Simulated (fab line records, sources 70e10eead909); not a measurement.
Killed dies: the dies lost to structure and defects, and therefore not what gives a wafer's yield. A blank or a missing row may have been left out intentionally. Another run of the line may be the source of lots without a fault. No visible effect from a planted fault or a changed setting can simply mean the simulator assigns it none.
fab line records | flow nand-harc
record: lots: 12 wafers: 36 last-day: 33
route steps=1302 shown P_M1@302 END@1302
lots with no fault: from the same line, run without faults
start-h: hours from the record's opening day to when the first of the lot's shown wafers began | wait-h: how many hours have passed since the lot's step before this one | " as in the row above | L1.1+2: several wafers, shown together as one row | - either no value or no given start | * or withheld: withheld | < > ~ a bound
route shown NAME@n: a module of which the file shows steps, and the number in the route of the first | usual: mean/standard deviation of fault-free wafers | same: alike in all rows | chamber/n: place in a boat | sites: each site's reading | _std_site: their standard deviation | _edge_site: mean of outer sites minus mean of inner sites | radius-mm: for every site, how far away it sits from the centre of the wafer | mask NAME#n: copy n | behind: the most recent tool/chamber to have shaped the wafer | hold: reason for holding the lot/hours on hold/outcome of the hold | device: which transistor (n, p or np) failed to switch | end of line: at the end of the route, the tests of the same wafers | where a step has no rows: the recipe by itself | killed: dies that structure and defects cost at the first sort, which is not the same as the wafer's yield | map: shows each die of a wafer: x if killed, . if not, _ if none is there
set.NAME: the run value of the setting; set.NAME@STEP: its run value at that earlier step | model.NAME: the simulator's own value behind a step, which no gauge read
one table for each step of the route and one row for each wafer, over a sample of lots
services: when a tool's chamber went out of use (start-h, in hours from the record's first day, below 0 if earlier), for how many hours, and the reason
== steps ==
step: NHARC_P_M1_STRIP_18
recipe: power-w: 1000 n2-flow-sccm: 150 h2-flow-sccm: 150 ar-flow-sccm: 0 bias-w: 0 chemistry: N2/H2
usual: drypump-motor-current-A: 5.9/0.57 oes-product-au: 0.997/0.0075 rf-vpp-V: 90.4/1 showerhead-plenum-p-Torr: 2.01/0.097 throttle-valve-pct: 14.171/0.01
columns lot.wafer tool chamber start-h wait-h drypump-motor-current-A oes-product-au rf-hours-counter-h rf-vpp-V showerhead-plenum-p-Torr throttle-valve-pct
L316.1 rie-diel-05 2 170.14 0.1 6.1 0.999 7 89.0 1.93 14.174
L316.3 " 0 " " 6.1 0.991 7 92.6 2.20 14.169
L316.6 " 1 " " 6.7 0.985 - 91.2 2.06 14.156
L317.4 rie-diel-02 1 177.42 0.1 6.4 0.992 10 90.6 2.04 14.176
L317.1 " 2 " " 5.3 0.999 10 90.3 1.93 14.163
L317.5 " 2 " " 5.3 1.004 - 89.2 1.93 14.200
L318.1 rie-diel-02 1 190.21 0.1 6.4 1.003 12 90.2 2.04 14.189
L318.2 " 2 " " 5.3 1.006 11 89.6 1.93 14.175
L318.4 " 0 " " 4.8 1.006 - 90.4 1.90 14.176
L319.2 rie-diel-02 0 202.81 0.1 4.8 1.002 13 90.3 1.90 14.161
L319.3 " 1 " " 6.4 0.998 12 91.2 2.04 14.175
L319.4 " 2 " " 5.2 1.007 12 90.8 1.93 14.159
L320.3 rie-diel-05 2 210.62 0.1 6.1 0.993 9 90.1 1.93 14.167
L320.1 " 0 " " 6.0 1.002 9 91.2 2.20 14.174
L320.5 " 1 " " 6.8 0.983 - 90.0 2.06 14.162
L321.3 rie-diel-05 2 221.18 0.1 6.1 1.001 9 89.3 1.92 14.174
L321.5 " 2 " " 6.1 1.003 - 88.4 1.92 14.180
L321.6 " 3 " " 5.7 0.997 - 89.4 1.94 14.176
L322.2 rie-diel-02 1 237.71 0.1 6.4 1.001 2 90.8 2.04 14.181
L322.3 " 2 " " 5.3 1.004 2 91.4 1.93 14.166
L322.6 " 1 " " 6.4 1.012 - 89.8 2.04 14.183
L323.2 rie-diel-05 0 238.74 0.1 6.1 0.998 0 91.9 2.20 14.174
L323.4 " 2 " " 6.1 0.989 - 90.7 1.92 14.169
L323.5 " 3 " " 5.7 0.994 - 90.0 1.94 14.170
L324.3 rie-diel-05 0 252.74 0.1 6.1 0.986 0 91.5 2.20 14.179
L324.6 " 3 " " 5.7 0.998 - 89.6 1.94 14.165
L324.5 " 0 " " 6.1 0.997 - 91.0 2.20 14.178
L332.3 rie-diel-02 0 324.53 0.1 4.9 0.986 8 88.0 1.89 14.180
L332.2 " 2 " " 5.3 1.001 8 89.2 1.93 14.170
L332.1 " 3 " " 5.8 0.993 7 92.5 2.11 14.159
L333.4 rie-diel-05 0 338.19 0.1 6.0 0.993 7 92.9 2.20 14.158
L333.1 " 1 " " 6.9 0.987 6 91.3 2.06 14.160
L333.3 " 3 " " 5.8 0.991 7 90.9 1.94 14.159
L334.2 rie-diel-12 0 355.81 0.1 5.7 0.994 22 91.4 2.13 14.175
L334.4 " 1 " " 5.4 0.987 27 92.7 2.21 14.174
L334.6 " 3 " " 6.3 0.981 - 91.3 2.00 14.171
step: NHARC_P_M1_PRE_CLEAN_30
recipe: time-s: 30 temp-c: 280 gas: H2/He
usual: heater-power-w: 393/38
columns lot.wafer tool chamber start-h wait-h heater-power-w
L316.3 pvd-sputter-01 - - - 462
L316.1 " - " " 441
L316.6 " - " " 354
L317.1 pvd-sputter-02 - - - 370
L317.4 " - " " 396
L317.5 " - " " 380
L318.2 pvd-sputter-02 - - - 357
L318.1 " - " " 382
L318.4 " - " " 358
L319.4 pvd-sputter-03 - - - 427
L319.2 " - " " 398
L319.3 " - " " 326
L320.3 pvd-sputter-03 - - - 369
L320.1 " - " " 319
L320.5 " - " " 422
L321.3 pvd-sputter-03 - - - 319
L321.6 " - " " 414
L321.5 " - " " 410
L322.3 pvd-sputter-03 - - - 321
L322.2 " - " " 407
L322.6 " - " " 411
L323.2 pvd-sputter-03 - - - 415
L323.4 " - " " 356
L323.5 " - " " 396
L324.3 pvd-sputter-02 - - - 367
L324.5 " - " " 392
L324.6 " - " " 373
L332.3 pvd-sputter-01 - - - 374
L332.1 " - " " 440
L332.2 " - " " 450
L333.3 pvd-sputter-02 - - - 342
L333.4 " - " " 402
L333.1 " - " " 383
L334.4 pvd-sputter-01 - - - 374
L334.2 " - " " 446
L334.6 " - " " 438
step: NHARC_P_M1_ECD_22
recipe: target-thk-a: 4000 bath-temp-c: 25 material: Cu
columns lot.wafer tool chamber start-h wait-h
L316.1+3+6 ecd-cu-01 0,1,0 171.18 -
L317.1+4+5 ecd-cu-02 0,1,0 178.42 -
L318.1+2+4 ecd-cu-02 1,0,1 191.24 -
L319.2+3+4 ecd-cu-01 1,1,0 203.81 -
L320.1+3+5 ecd-cu-01 1,0,0 211.64 -
L321.3+6+5 ecd-cu-02 1,1,0 222.31 -
L322.2+3+6 ecd-cu-02 1,0,1 238.77 -
L323.2+4+5 ecd-cu-01 0,0,1 239.79 -
L324.3+5+6 ecd-cu-02 1,1,0 253.83 -
L332.1+2+3 ecd-cu-02 0,1,0 325.53 -
L333.1+4+3 ecd-cu-02 0,0,1 339.19 -
L334.2+4+6 ecd-cu-01 0,1,1 356.81 -
step: NHARC_P_M1_ANNEAL_31
recipe: temp-c: 225 time-s: 90
usual: wafer_temp_C_max: 225.83/0.28
columns lot.wafer tool chamber start-h wait-h wafer_temp_C_max
L316.1 rtp-anneal-02 0 171.51 0.3 225.74
L316.3 " 0 " " 225.56
L316.6 " 0 " " 226.11
L317.1 rtp-anneal-01 0 178.90 0.4 226.04
L317.4 " 0 " " 225.66
L317.5 " 0 " " 225.69
L318.1 rtp-anneal-01 0 191.61 - 225.65
L318.2 " 0 " " 225.42
L318.4 " 0 " " 225.56
L319.2 rtp-anneal-01 0 204.24 0.4 225.47
L319.3 " 0 " " 225.47
L319.4 " 0 " " 225.86
L320.1 rtp-anneal-01 0 211.99 - 225.73
L320.3 " 0 " " 225.69
L320.5 " 0 " " 225.83
L321.3 rtp-anneal-02 0 222.69 0.3 225.90
L321.5 " 0 " " 226.36
L321.6 " 0 " " 225.92
L322.2 rtp-anneal-02 0 239.15 0.3 225.70
L322.3 " 0 " " 226.09
L322.6 " 0 " " 226.28
L323.2 rtp-anneal-01 0 240.17 - 225.36
L323.4 " 0 " " 225.16
L323.5 " 0 " " 225.53
L324.3 rtp-anneal-02 0 254.21 - 225.78
L324.5 " 0 " " 225.99
L324.6 " 0 " " 225.90
L332.1 rtp-anneal-02 0 325.94 0.4 226.00
L332.2 " 0 " " 225.69
L332.3 " 0 " " 225.47
L333.1 rtp-anneal-02 0 339.57 - 225.98
L333.3 " 0 " " 225.99
L333.4 " 0 " " 225.75
L334.2 rtp-anneal-02 0 357.18 - 225.83
L334.4 " 0 " " 226.16
L334.6 " 0 " " 226.09
step: NHARC_P_M1_CMP_23
recipe: t-overpolish-s: 20 target-thk-nm: 157.82
usual: motor-current-A: 12.3/1.4 retaining-ring-pressure-frac: 1.000/0.0048 time-to-endpoint-s: 28.3/2.7
same: t-overpolish-s: 20
columns lot.wafer tool chamber start-h wait-h motor-current-A retaining-ring-pressure-frac time-to-endpoint-s
L316.1 cmp-02 0 171.88 - 11.9 1.001 30.1
L316.3 " 1 " " 12.1 0.999 29.2
L316.6 " 3 " " 13.5 0.991 29.2
L317.1 cmp-02 2 179.28 - 11.5 1.004 32.6
L317.4 " 0 " " 12.4 1.001 28.6
L317.5 " 2 " " 11.4 0.999 29.7
L318.2 cmp-03 1 191.96 - 13.8 1.005 31.2
L318.1 " 2 " " 10.4 0.996 30.4
L318.4 " 3 " " 11.7 1.008 32.1
L319.3 cmp-02 1 204.53 - 12.8 1.004 30.4
L319.4 " 2 " " 11.8 1.002 31.9
L319.2 " 3 " " 13.2 1.001 29.6
L320.3 cmp-02 1 212.36 - 12.3 1.007 29.5
L320.1 " 3 " " 13.4 1.006 30.1
L320.5 " 1 " " 11.9 1.002 30.4
L321.3 cmp-03 0 222.96 - 12.9 0.989 28.1
L321.6 " 3 " " 11.4 1.002 30.5
L321.5 " 0 " " 12.6 0.999 26.4
L322.2 cmp-01 1 239.45 - 10.0 1.003 23.9
L322.3 " 0 " " 12.8 0.995 23.3
L322.6 " 1 " " 10.1 0.996 26.5
L323.2 cmp-01 0 240.51 - 12.3 1.009 24.4
L323.4 " 1 " " 10.2 1.002 26.3
L323.5 " 3 " " 12.6 1.004 22.9
L324.3 cmp-01 1 254.51 - 10.2 0.994 25.9
L324.6 " 3 " " 12.3 0.991 27.7
L324.5 " 0 " " 11.6 0.996 24.3
L332.1 cmp-03 0 326.31 - 12.9 1.000 18.8
L332.3 " 1 " " 13.1 0.991 18.7
L332.2 " 2 " " 10.6 1.004 18.8
L333.3 cmp-02 0 339.95 - 11.8 0.993 19.1
L333.4 " 1 " " 12.0 0.990 26.5
L333.1 " 2 " " 12.3 1.003 19.1
L334.4 cmp-03 3 357.48 - 11.5 0.993 28.8
L334.2 " 2 " " 10.4 1.004 28.6
L334.6 " 3 " " 11.0 0.998 26.4
step: NHARC_END_SORT_01
recipe: temp-c: 25
usual: defect-limited-yield: 91.2/2.5 killed-at-array: 55/17 killed-at-other: 1.1/1.4 killed-at-periphery: 3.9/3 killed-dies: 59/17 killed-open: 3.5/2 killed-short: 2.6/1.6
same: gross-dies: 677
columns lot.wafer tool chamber start-h wait-h defect-limited-yield[%] killed-at-array killed-at-other killed-at-periphery killed-dies killed-open killed-short
L316.1 prober-01 0 611.13 2.5 92.5 32 5 14 51 1 4
L316.3 prober-01 0 612.74 3.1 88.3 60 5 14 79 4 6
L316.6 prober-01 0 615.16 4.0 90.7 47 1 15 63 5 2
L317.1 prober-02 0 611.18 2.5 92.0 45 1 8 54 3 0
L317.4 prober-02 0 613.61 3.4 91.3 51 2 6 59 4 2
L317.5 prober-02 0 614.42 3.7 91.0 54 2 5 61 4 1
L318.1 prober-02 0 635.13 2.5 92.9 45 1 2 48 4 1
L318.2 prober-02 0 635.94 2.8 92.3 50 0 2 52 6 2
L318.4 prober-02 0 637.56 3.4 93.5 40 3 1 44 4 2
L319.2 prober-01 0 635.92 2.8 87.3 83 0 3 86 0 4
L319.3 prober-01 0 636.73 3.1 86.4 89 0 3 92 5 1
L319.4 prober-01 0 637.53 3.4 86.7 83 0 7 90 3 1
L320.1 prober-01 0 647.71 2.5 95.6 26 2 2 30 5 3
L320.3 prober-01 0 649.32 3.1 93.2 40 3 3 46 6 4
L320.5 prober-01 0 650.92 3.7 92.9 43 1 4 48 2 3
L321.3 prober-02 0 658.07 3.1 90.7 60 0 3 63 3 4
L321.5 prober-02 0 659.67 3.7 91.7 50 3 3 56 1 4
L321.6 prober-02 0 660.47 4.0 92.3 49 1 2 52 0 6
L322.2 prober-01 0 668.54 2.8 98.2 8 1 3 12 4 0
L322.3 prober-01 0 669.35 3.1 97.2 17 1 1 19 1 2
L322.6 prober-01 0 671.76 4.0 96.8 18 2 2 22 3 1
L323.2 prober-02 0 668.58 2.8 92.2 49 0 4 53 1 1
L323.4 prober-02 0 670.17 3.4 91.1 56 1 3 60 4 4
L323.5 prober-02 0 670.96 3.7 90.4 60 1 4 65 1 3
L324.3 prober-02 0 683.77 3.1 89.7 66 1 3 70 2 4
L324.5 prober-02 0 685.37 3.7 89.4 65 1 6 72 6 4
L324.6 prober-02 0 686.18 4.0 88.8 71 2 3 76 5 4
L332.1 prober-01 0 752.64 2.5 92.8 45 1 3 49 7 3
L332.2 prober-01 0 753.44 2.8 95.1 32 0 1 33 1 4
L332.3 prober-01 0 754.24 3.1 95.1 27 0 6 33 5 1
L333.1 prober-02 0 779.76 2.6 91.7 53 0 3 56 2 2
L333.3 prober-02 0 781.37 3.1 90.5 52 1 11 64 1 3
L333.4 prober-02 0 782.17 3.4 89.8 55 3 11 69 4 5
L334.2 prober-01 0 788.95 2.8 89.1 68 4 2 74 4 0
L334.4 prober-01 0 790.56 3.4 90.5 58 1 5 64 0 3
L334.6 prober-01 0 792.18 4.0 91.4 57 0 1 58 3 2
killed by level:class
L316.1 A_CHANNEL_HOLE_D2:chamber-film-flake=15 P_GATE:chamber-film-flake=10 A_CHANNEL_HOLE_D1:chamber-film-flake=6 A_CONTACT:chamber-film-flake=4 THIN_TSV:chamber-film-flake=3 A_STAIRCASE:chamber-film-flake=2 A_SLIT:chamber-film-flake=2 HYBRID_BOND:chamber-film-flake=2
L317.1 A_SLIT:chamber-film-flake=23 A_CHANNEL_HOLE_D2:chamber-film-flake=11 P_GATE:chamber-film-flake=5 A_CHANNEL_HOLE_D1:chamber-film-flake=5 P_CONTACT:geometric-particle:open=2 A_DECK1_JOINT:chamber-film-flake=2 A_CONTACT:chamber-film-flake=2 A_M0:geometric-particle:open=1
L316.3 A_CHANNEL_HOLE_D2:chamber-film-flake=24 A_CHANNEL_HOLE_D1:chamber-film-flake=10 P_GATE:chamber-film-flake=9 A_CONTACT:chamber-film-flake=9 A_CHANNEL_FILL_D1:chamber-film-flake=6 THIN_TSV:chamber-film-flake=5 A_WL_FILL:geometric-particle:short=3 P_M0:geometric-particle:open=2
L317.4 A_SLIT:chamber-film-flake=35 A_CHANNEL_HOLE_D2:chamber-film-flake=8 P_GATE:chamber-film-flake=2 A_CHANNEL_HOLE_D1:chamber-film-flake=2 THIN_TSV:chamber-film-flake=2 P_CONTACT:geometric-particle:short=1 P_CONTACT:geometric-particle:open=1 A_ONON_D1:geometric-particle:open=1
L317.5 A_SLIT:chamber-film-flake=31 A_CHANNEL_HOLE_D2:chamber-film-flake=14 P_GATE:chamber-film-flake=3 A_CONTACT:chamber-film-flake=3 A_CHANNEL_HOLE_D1:chamber-film-flake=2 P_CONTACT:geometric-particle:open=1 P_M0:geometric-particle:open=1 A_CHANNEL_HOLE_D1:geometric-particle:short=1
L316.6 A_CHANNEL_HOLE_D2:chamber-film-flake=23 A_CHANNEL_HOLE_D1:chamber-film-flake=11 P_GATE:chamber-film-flake=10 A_SLIT:chamber-film-flake=5 A_ONON_D2:geometric-particle:short=2 A_DECK1_JOINT:chamber-film-flake=2 P_GATE:geometric-particle:open=1 P_CONTACT:geometric-particle:open=1
L318.1 A_CHANNEL_HOLE_D2:chamber-film-flake=22 A_CHANNEL_HOLE_D1:chamber-film-flake=6 A_STAIRCASE:chamber-film-flake=6 A_ZERO_WELL:chamber-film-flake=3 P_GATE:chamber-film-flake=2 A_CHANNEL_FILL_D2:chamber-film-flake=2 A_ONON_D1:geometric-particle:open=1 A_DECK1_JOINT:geometric-particle:short=1
L319.2 A_SLIT:chamber-film-flake=31 A_CHANNEL_HOLE_D1:chamber-film-flake=23 A_STAIRCASE:chamber-film-flake=8 A_CHANNEL_HOLE_D2:chamber-film-flake=8 A_BLC:chamber-film-flake=3 A_CHANNEL_HOLE_D2:geometric-particle:short=2 P_ZERO_WELL:chamber-film-flake=2 A_WL_FILL:chamber-film-flake=2
L318.2 A_CHANNEL_HOLE_D2:chamber-film-flake=20 A_ZERO_WELL:chamber-film-flake=9 A_CHANNEL_HOLE_D1:chamber-film-flake=6 A_STAIRCASE:chamber-film-flake=5 A_SLIT:chamber-film-flake=2 P_CONTACT:geometric-particle:open=1 P_M1:geometric-particle:open=1 A_ONON_D1:geometric-particle:short=1
L319.3 A_SLIT:chamber-film-flake=33 A_CHANNEL_HOLE_D1:chamber-film-flake=19 A_CHANNEL_HOLE_D2:chamber-film-flake=11 A_STAIRCASE:chamber-film-flake=10 A_CONTACT:chamber-film-flake=4 P_M0:geometric-particle:open=2 A_ONON_D1:geometric-particle:open=2 A_CHANNEL_FILL_D1:chamber-film-flake=2
L319.4 A_SLIT:chamber-film-flake=32 A_CHANNEL_HOLE_D1:chamber-film-flake=21 A_STAIRCASE:chamber-film-flake=7 A_BLC:chamber-film-flake=7 A_CHANNEL_HOLE_D2:chamber-film-flake=4 A_CONTACT:chamber-film-flake=4 P_ZERO_WELL:chamber-film-flake=3 P_GATE:chamber-film-flake=3
L318.4 A_CHANNEL_HOLE_D2:chamber-film-flake=21 A_STAIRCASE:chamber-film-flake=5 A_CHANNEL_FILL_D2:chamber-film-flake=3 THIN_TSV:chamber-film-flake=3 A_CHANNEL_HOLE_D1:chamber-film-flake=2 A_WL_FILL:chamber-film-flake=2 P_M1:geometric-particle:open=1 A_ONON_D1:geometric-particle:open=1
L320.1 A_CHANNEL_HOLE_D2:chamber-film-flake=8 A_STAIRCASE:chamber-film-flake=3 A_CHANNEL_FILL_D1:geometric-particle:open=2 A_CHANNEL_FILL_D2:geometric-particle:short=2 P_GATE:chamber-film-flake=2 A_ZERO_WELL:chamber-film-flake=2 A_CONTACT:chamber-film-flake=2 A_M1:chamber-film-flake=2
L320.3 A_CHANNEL_HOLE_D2:chamber-film-flake=14 A_CHANNEL_HOLE_D1:chamber-film-flake=6 A_STAIRCASE:chamber-film-flake=4 A_M1:chamber-film-flake=4 THIN_TSV:chamber-film-flake=3 A_DECK1_JOINT:geometric-particle:short=2 P_STI:geometric-particle:open=1 P_M2:geometric-particle:open=1
L320.5 A_CHANNEL_HOLE_D2:chamber-film-flake=18 A_M1:chamber-film-flake=8 A_CONTACT:chamber-film-flake=4 A_CHANNEL_HOLE_D1:chamber-film-flake=3 P_GATE:chamber-film-flake=2 A_ZERO_WELL:chamber-film-flake=2 A_STAIRCASE:chamber-film-flake=2 P_CONTACT:geometric-particle:open=1
L321.3 A_SLIT:chamber-film-flake=31 A_CHANNEL_HOLE_D2:chamber-film-flake=10 A_CHANNEL_HOLE_D1:chamber-film-flake=5 A_WL_FILL:chamber-film-flake=3 A_CONTACT:chamber-film-flake=3 A_M0:geometric-particle:short=2 P_BONDPAD:chamber-film-flake=2 A_ONON_D1:geometric-particle:short=1
L321.5 A_SLIT:chamber-film-flake=25 A_CHANNEL_HOLE_D2:chamber-film-flake=11 A_CHANNEL_HOLE_D1:chamber-film-flake=5 THIN_TSV:chamber-film-flake=3 A_ZERO_WELL:chamber-film-flake=2 A_DECK1_JOINT:chamber-film-flake=2 P_GATE:geometric-particle:short=1 P_M0:geometric-particle:open=1
L321.6 A_SLIT:chamber-film-flake=25 A_CHANNEL_HOLE_D2:chamber-film-flake=10 A_CHANNEL_HOLE_D1:chamber-film-flake=5 A_ONON_D2:geometric-particle:short=2 A_CONTACT:chamber-film-flake=2 P_M1:geometric-particle:short=1 A_SLIT:geometric-particle:short=1 A_WL_FILL:geometric-particle:short=1
L322.2 A_CHANNEL_HOLE_D1:chamber-film-flake=4 P_CONTACT:geometric-particle:open=2 P_M0:geometric-particle:open=1 A_ONON_D1:geometric-particle:open=1 A_STAIRCASE:chamber-film-flake=1 A_SLIT:chamber-film-flake=1 A_M1:chamber-film-flake=1 THIN_TSV:chamber-film-flake=1
L323.2 A_SLIT:chamber-film-flake=23 A_CHANNEL_HOLE_D2:chamber-film-flake=12 A_STAIRCASE:chamber-film-flake=4 P_M1:chamber-film-flake=3 A_CONTACT:chamber-film-flake=3 A_CHANNEL_HOLE_D1:chamber-film-flake=2 A_CHANNEL_FILL_D2:geometric-particle:open=1 A_SGD_CUT:geometric-particle:short=1
L322.3 A_CHANNEL_HOLE_D1:chamber-film-flake=8 A_CONTACT:chamber-film-flake=2 A_CHANNEL_HOLE_D2:geometric-particle:short=1 A_CHANNEL_FILL_D2:geometric-particle:short=1 A_CHANNEL_FILL_D2:geometric-particle:open=1 P_BONDPAD:chamber-film-flake=1 A_DECK1_JOINT:chamber-film-flake=1 A_STAIRCASE:chamber-film-flake=1
L323.4 A_SLIT:chamber-film-flake=31 A_CHANNEL_HOLE_D2:chamber-film-flake=14 A_DECK1_JOINT:geometric-particle:short=2 A_CHANNEL_FILL_D2:geometric-particle:open=2 P_M1:chamber-film-flake=2 A_WL_FILL:chamber-film-flake=2 P_M0:geometric-particle:short=1 A_CHANNEL_HOLE_D1:geometric-particle:short=1
L323.5 A_SLIT:chamber-film-flake=33 A_CHANNEL_HOLE_D2:chamber-film-flake=13 A_CHANNEL_HOLE_D1:chamber-film-flake=5 P_M1:chamber-film-flake=2 A_WL_FILL:chamber-film-flake=2 P_CONTACT:geometric-particle:short=1 A_SOURCE_PLATE:geometric-particle:short=1 A_CHANNEL_FILL_D1:geometric-particle:short=1
L322.6 A_CHANNEL_HOLE_D1:chamber-film-flake=9 A_WL_FILL:chamber-film-flake=2 THIN_TSV:chamber-film-flake=2 P_GATE:geometric-particle:open=1 A_SOURCE_PLATE:geometric-particle:open=1 A_ONON_D2:geometric-particle:open=1 A_CHANNEL_FILL_D2:geometric-particle:short=1 P_BONDPAD:chamber-film-flake=1
L324.3 A_SLIT:chamber-film-flake=28 A_CHANNEL_HOLE_D2:chamber-film-flake=17 A_STAIRCASE:chamber-film-flake=5 A_CONTACT:chamber-film-flake=5 A_CHANNEL_HOLE_D1:chamber-film-flake=3 A_WL_FILL:chamber-film-flake=2 P_M0:geometric-particle:open=1 A_ONON_D1:geometric-particle:open=1
L324.5 A_SLIT:chamber-film-flake=27 A_CHANNEL_HOLE_D2:chamber-film-flake=12 A_CHANNEL_HOLE_D1:chamber-film-flake=8 A_CONTACT:chamber-film-flake=4 A_BONDPAD:chamber-film-flake=4 A_DECK1_JOINT:geometric-particle:open=2 A_ONON_D2:geometric-particle:short=2 P_M1:chamber-film-flake=2
L324.6 A_SLIT:chamber-film-flake=29 A_CHANNEL_HOLE_D2:chamber-film-flake=11 A_CHANNEL_HOLE_D1:chamber-film-flake=7 A_CONTACT:chamber-film-flake=6 A_STAIRCASE:chamber-film-flake=4 A_CHANNEL_FILL_D2:chamber-film-flake=3 A_WL_FILL:chamber-film-flake=3 A_CHANNEL_FILL_D1:geometric-particle:short=2
L332.1 A_CHANNEL_HOLE_D1:chamber-film-flake=23 A_STAIRCASE:chamber-film-flake=5 A_CONTACT:chamber-film-flake=5 A_CHANNEL_HOLE_D2:chamber-film-flake=3 P_M1:geometric-particle:open=2 A_WL_FILL:geometric-particle:short=2 A_SLIT:chamber-film-flake=2 P_CONTACT:geometric-particle:open=1
L332.2 A_CHANNEL_HOLE_D1:chamber-film-flake=17 A_STAIRCASE:chamber-film-flake=5 A_CONTACT:chamber-film-flake=2 A_SOURCE_PLATE:geometric-particle:short=1 A_DECK1_JOINT:geometric-particle:short=1 A_WL_FILL:geometric-particle:short=1 A_M0:geometric-particle:short=1 A_M0:geometric-particle:open=1
L332.3 A_CHANNEL_HOLE_D1:chamber-film-flake=18 P_M1:geometric-particle:open=2 A_STAIRCASE:chamber-film-flake=2 A_CONTACT:chamber-film-flake=2 P_GATE:geometric-particle:open=1 A_ONON_D1:geometric-particle:short=1 A_WL_FILL:geometric-particle:open=1 A_BLC:geometric-particle:open=1
L333.1 A_CHANNEL_HOLE_D2:chamber-film-flake=22 A_CHANNEL_HOLE_D1:chamber-film-flake=12 A_CONTACT:chamber-film-flake=8 A_SLIT:chamber-film-flake=7 A_STAIRCASE:chamber-film-flake=2 P_M0:geometric-particle:short=1 P_M2:geometric-particle:short=1 A_ONON_D1:geometric-particle:open=1
L333.3 A_CHANNEL_HOLE_D2:chamber-film-flake=18 A_CHANNEL_HOLE_D1:chamber-film-flake=17 A_CONTACT:chamber-film-flake=8 P_GATE:chamber-film-flake=6 A_SLIT:chamber-film-flake=5 P_STI:chamber-film-flake=2 P_M2:geometric-particle:open=1 P_M2:geometric-particle:short=1
L333.4 A_CHANNEL_HOLE_D2:chamber-film-flake=24 A_CONTACT:chamber-film-flake=11 A_CHANNEL_HOLE_D1:chamber-film-flake=10 P_GATE:chamber-film-flake=5 THIN_TSV:chamber-film-flake=3 A_STAIRCASE:chamber-film-flake=3 P_M0:geometric-particle:short=2 P_STI:chamber-film-flake=2
L334.2 A_CHANNEL_HOLE_D2:chamber-film-flake=27 A_CHANNEL_HOLE_D1:chamber-film-flake=21 A_SLIT:chamber-film-flake=8 A_CONTACT:chamber-film-flake=5 HYBRID_BOND:chamber-film-flake=4 A_STAIRCASE:chamber-film-flake=3 P_CONTACT:geometric-particle:open=1 P_M1:geometric-particle:open=1
L334.4 A_CHANNEL_HOLE_D2:chamber-film-flake=34 A_CHANNEL_HOLE_D1:chamber-film-flake=13 A_SLIT:chamber-film-flake=6 P_GATE:chamber-film-flake=2 A_STAIRCASE:chamber-film-flake=2 P_GATE:geometric-particle:short=1 A_ONON_D2:geometric-particle:short=1 A_WL_FILL:geometric-particle:short=1
L334.6 A_CHANNEL_HOLE_D2:chamber-film-flake=25 A_CHANNEL_HOLE_D1:chamber-film-flake=14 A_SLIT:chamber-film-flake=8 A_CONTACT:chamber-film-flake=4 P_M1:geometric-particle:open=1 A_ONON_D2:geometric-particle:short=1 A_ONON_D2:geometric-particle:open=1 A_STAIRCASE:geometric-particle:short=1
== services ==
columns tool chamber start-h hours kind
ecd-cu-01 - 160.00 8.0 pm
rie-diel-02 1 160.45 8.5 repair
cmp-03 - 162.00 4.0 pm
pvd-sputter-03 - 170.00 10.0 pm
pvd-sputter-02 - 185.45 1.8 repair
rie-diel-02 3 189.58 1.3 repair
ecd-cu-02 - 191.68 0.4 repair
cmp-02 - 206.06 2.1 repair
rie-diel-02 0 215.62 2.2 repair
rie-diel-02 - 216.70 9.0 pm
rie-diel-02 3 228.93 2.7 repair
rie-diel-05 - 229.60 9.0 pm
cmp-02 - 232.55 4.0 pm
pvd-sputter-02 - 239.15 0.5 repair
ecd-cu-02 - 244.25 8.0 pm
pvd-sputter-03 - 252.23 9.5 repair
ecd-cu-02 - 308.04 1.2 repair
rie-diel-05 1 309.76 6.2 repair
pvd-sputter-03 - 324.24 1.3 repair
cmp-02 - 330.55 4.0 pm
rie-diel-02 0 332.42 4.0 repair
ecd-cu-01 - 336.00 8.0 pm
ecd-cu-02 - 346.28 1.0 repair
pvd-sputter-03 - 348.06 10.0 pm
== key ==
first-sign: step: NHARC_P_M1_CMP_23 reading: time-to-endpoint-s direction: down sigmas: 3.4 usual: * struck: *
effect none on later readings
met-at NHARC_P_M1_ECD_22
struck-lots L332,L333
struck-wafers L332.1,L332.2,L332.3,L333.1,L333.3
not-acting-at NHARC_P_M1_STRIP_18,NHARC_P_M1_PRE_CLEAN_30,NHARC_P_M1_ANNEAL_31
onset-between 253.83 325.53
fault: kind: process-parameter-drift tool: ecd-cu-02 chamber: - onset-h: 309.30 steps: NHARC_P_M1_ECD_22 channel: target-thk-a offset: * shape: step end-h: 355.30 scope: struck-wafers-only acts-in: * stated: *
